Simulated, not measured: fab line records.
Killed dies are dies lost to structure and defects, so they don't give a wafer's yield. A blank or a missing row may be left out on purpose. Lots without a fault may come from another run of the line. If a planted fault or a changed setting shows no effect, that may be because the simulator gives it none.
Matching of chambers -- flow n5-finfet -- 4 sister chambers for N5_BEOL_M8_DESCUM_16 on rie-diel-03
The step chemistry O2, time 7.9 s. 22 wafers are shown with their chamber, then 11 later ones without.

## WAFERS WITH THEIR CHAMBER
wafer,chamber,drypump-motor-current-A (A),showerhead-plenum-p-Torr (Torr),throttle-valve-pct (%)
L077.1,0,5.8,2.22,20.27
L077.2,2,5.3,2.16,20.29
L077.6,0,5.8,2.22,20.29
L079.1,1,5.3,2.14,20.51
L079.4,2,5.3,2.16,20.30
L079.5,2,5.3,2.16,20.32
L080.2,1,5.3,2.14,20.50
L080.3,3,5.2,2.15,20.47
L080.5,0,5.9,2.22,20.28
L082.1,1,5.3,2.14,20.53
L082.4,2,5.3,2.16,20.32
L082.5,3,5.3,2.15,20.46
L085.1,1,5.3,2.13,20.54
L085.4,3,5.2,2.15,20.47
L085.5,1,5.3,2.13,20.54
L088.2,3,5.2,2.15,20.48
L088.3,1,5.3,2.13,20.54
L088.4,0,5.8,2.21,20.31
L090.1,2,5.3,2.15,19.86
L090.3,3,5.2,2.14,20.50
L090.4,1,5.3,2.13,20.54
L091.3,1,5.3,2.13,20.54

SIGNATURES (averages over the wafers above)
reading,chamber 0,chamber 1,chamber 2,chamber 3,scatter within a chamber
drypump-motor-current-A,5.825,5.300,5.300,5.220,0.0293
showerhead-plenum-p-Torr,2.2175,2.1338,2.1580,2.1480,0.00484
throttle-valve-pct,20.2875,20.5300,20.2180,20.4760,0.0956
Rule: for a wafer and a chamber, the distance is found by dividing, reading by reading, the gap between the wafer's reading and the chamber's mean by the reading's scatter, squaring, summing and taking the root. The wafer belongs to the nearest chamber; if the next one is less than 2 further off, it can't be placed. The scatter: the root of (the sum of the squares of (reading less its chamber's mean) over the shown wafers, divided by (wafers less chambers)).

## WAFERS WITH NO CHAMBER GIVEN
wafer,drypump-motor-current-A (A),showerhead-plenum-p-Torr (Torr),throttle-valve-pct (%)
L091.4,5.3,2.15,19.87
L091.5,5.3,2.13,20.56
L093.1,5.9,2.20,20.37
L093.4,5.8,2.20,20.33
L093.5,5.9,2.20,20.37
L097.2,5.3,2.12,20.58
L097.3,5.8,2.20,20.37
L097.5,5.9,2.20,20.35
L095.2,5.9,2.20,20.37
L095.3,5.3,2.15,19.88
L095.6,5.3,2.15,19.89

## CHAMBER TAKEN BY EACH
wafer,from the rows above,in truth
L091.4,2,2
L091.5,1,1
L093.1,0,0
L093.4,0,0
L093.5,0,0
L097.2,1,1
L097.3,0,0
L097.5,0,0
L095.2,0,0
L095.3,2,2
L095.6,2,2
11 of 11 placed correctly. Can't be placed from these rows: 0. Placed wrongly: 0.
